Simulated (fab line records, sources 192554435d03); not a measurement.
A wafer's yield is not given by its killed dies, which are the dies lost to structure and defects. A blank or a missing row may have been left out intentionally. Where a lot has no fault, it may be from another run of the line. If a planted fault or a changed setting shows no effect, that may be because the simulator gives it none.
Chamber matching -- flow n5 finfet -- N5_BEOL_M11_CMP_52 on cmp-01 has 4 sister chambers
The step polishes, stops on SiCOH lowk, t overpolish 7 s, target thk 140 nm. 4 wafers are shown with their chamber, then 9 later ones without.

## WAFERS PAIRED WITH THEIR CHAMBERS
wafer,chamber,motor current A (A)
L086.2,2,5.9
L086.3,0,7.2
L096.1,3,5.9
L096.5,1,5.6

## WAFERS WITH NO CHAMBER GIVEN
wafer,motor current A (A)
L092.1,5.3
L092.2,6.8
L092.3,6.0
L092.4,5.6
L092.5,5.4
L092.6,6.7
L093.2,5.3
L093.3,5.8
L093.6,5.7

## EACH ONE'S CHAMBER
wafer,from the rows above,in truth
L092.1,can't be placed: 1 or 2 or 3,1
L092.2,can't be placed: 0 or 2 or 3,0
L092.3,can't be placed: 2 or 3 or 1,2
L092.4,can't be placed: 1 or 2 or 3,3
L092.5,can't be placed: 1 or 2 or 3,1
L092.6,can't be placed: 0 or 2 or 3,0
L093.2,can't be placed: 1 or 2 or 3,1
L093.3,can't be placed: 2 or 3 or 1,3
L093.6,can't be placed: 1 or 2 or 3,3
0 of 9 placed correctly. Unplaceable from these rows: 9, with the true chamber sitting among the candidates in 9. Placed wrongly: 0.
How it was worked out, from the rows above alone: a wafer's distance from a chamber is the root of the sum, over the readings, of the square of ((its reading less the chamber's mean) divided by the reading's scatter). If the next closest chamber is less than 2 further off than the closest, the wafer can't be placed; otherwise it belongs to the closest. For every chamber, the mean is computed from those of its wafers that are shown. The scatter (one wafer shown for each chamber): square how far every hidden wafer sits from the nearest shown wafer, average those squares and take the square root.
